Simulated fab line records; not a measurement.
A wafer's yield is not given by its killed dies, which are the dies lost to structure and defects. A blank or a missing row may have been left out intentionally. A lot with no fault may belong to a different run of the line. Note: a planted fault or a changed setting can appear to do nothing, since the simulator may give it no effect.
A lot that was struck, set against a sound lot    flow nand_harc    14 out of 1159 route steps
Sound: the wafers L409.1, L409.2, L409.6. Wafers struck: L413.1, L413.3, L413.6. At the end, the cause is stated.
Order at every step that has rows: each side's tool, ch and its chambers, its first start. Under that, the readings that differ: sound wafers    struck wafers    difference of the means    sigmas: that difference in standard deviations of wafers without a fault.
alike: readings with means less than 2 such deviations apart, plus words and numbers identical on both sides. not compared: withheld readings, readings lacking a value on some wafer, bounds such as >300 that could conceal the same value, and numbers that have no deviation in the record and whose values overlap.
Wherever a step has rows on one side only, a row that says differs or no value, or a row with sigmas, the two part there. Numbers that don't overlap but have no deviation are shown without sigmas and don't part them. Lack of a reading on every wafer of one side parts them only where that side has two or more wafers.

first, 1 step without rows for these wafers: NHARC_A_CONTACT_ETCH_112 (etches the open film in C4F8/O2/Ar, time 94 s, target depth 922 nm).
NHARC_A_CONTACT_ETCH_113: etches the open film in C4F8/O2/Ar, time 94 s, target depth 922 nm.
  sound on har_cap_etch-03 ch 0,1, day 18 01:32; struck on har_cap_etch-03 ch 1, day 19 06:59
  alike: chamber_pressure_mTorr, oes_air_line_au
  not compared: rf_hours_counter_h
NHARC_A_CONTACT_ETCH_114: etches the open film in C4F8/O2/Ar, time 94 s, target depth 922 nm.
  sound on har_cap_etch-03 ch 0,1, day 18 01:38; struck on har_cap_etch-03 ch 1, day 19 07:05
  alike: chamber_pressure_mTorr, oes_air_line_au
  not compared: rf_hours_counter_h
NHARC_A_CONTACT_ETCH_115: etches the open film in C4F8/O2/Ar, time 94 s, target depth 922 nm.
  sound on har_cap_etch-03 ch 0,1, day 18 01:43; struck on har_cap_etch-03 ch 1, day 19 07:10
  alike: chamber_pressure_mTorr, oes_air_line_au
  not compared: rf_hours_counter_h
then, 3 steps without rows for these wafers: NHARC_A_CONTACT_ETCH_116 (etches the open film in C4F8/O2/Ar, time 94 s, target depth 922 nm); NHARC_A_CONTACT_ETCH_117 (etches the open film in C4F8/O2/Ar, time 94 s, target depth 922 nm); NHARC_A_CONTACT_ETCH_118 (etches the open film in C4F8/O2/Ar, time 94 s, target depth 922 nm).
NHARC_A_CONTACT_ETCH_119: etches the open film in C4F8/O2/Ar, time 94 s, target depth 922 nm.
  sound on har_cap_etch-03 ch 0,1, day 18 02:05; struck on har_cap_etch-03 ch 1, day 19 07:32
  alike: chamber_pressure_mTorr, oes_air_line_au
  not compared: rf_hours_counter_h
then, 2 steps without rows for these wafers: NHARC_A_CONTACT_ETCH_120 (etches the open film in C4F8/O2/Ar, time 94 s, target depth 922 nm); NHARC_A_CONTACT_ETCH_121 (etches the open film in C4F8/O2/Ar, time 94 s, target depth 922 nm).
NHARC_A_CONTACT_ETCH_122: etches the open film in C4F8/O2/Ar, time 95 s, target depth 930 nm.
  sound on har_cap_etch-03 ch 0,1, day 18 02:22; struck on har_cap_etch-03 ch 1, day 19 07:49
reading                 sound              struck             difference  sigmas
oes_air_line_au (a.u.)  0.934 0.995 0.987  1.015 1.025 1.008  +0.044      +2
  alike: chamber_pressure_mTorr
  not compared: rf_hours_counter_h
then, 1 step without rows for these wafers: NHARC_A_CONTACT_ETCH_123 (etches the open film in C4F8/O2/Ar, time 253 s, target depth 1090 nm).
NHARC_A_CONTACT_ETCH_90: etches the open film in CH3F/O2, target depth 40 nm, time 85.7 s.
  sound on rie_diel-02 ch 2,3, day 18 03:04; struck on rie_diel-12 ch 0,2, day 19 08:31
  no value came back on the struck wafers for any of 9 readings (bias_w (W), ch3f_flow_sccm (sccm) and others); on the sound wafers bias_w (W) reads 99.9 100.1 99.9
  not compared: rf_hours_counter_h
then, 1 step without rows for these wafers: NHARC_A_CONTACT_ETCH_96 (etches the open film in C4F6/O2, target depth 20 nm, time 10 s).

== WHERE THEY PART ==
At NHARC_A_CONTACT_ETCH_122 first; at NHARC_A_CONTACT_ETCH_90 last (within this record only).

WHY: the cause the simulator had injected
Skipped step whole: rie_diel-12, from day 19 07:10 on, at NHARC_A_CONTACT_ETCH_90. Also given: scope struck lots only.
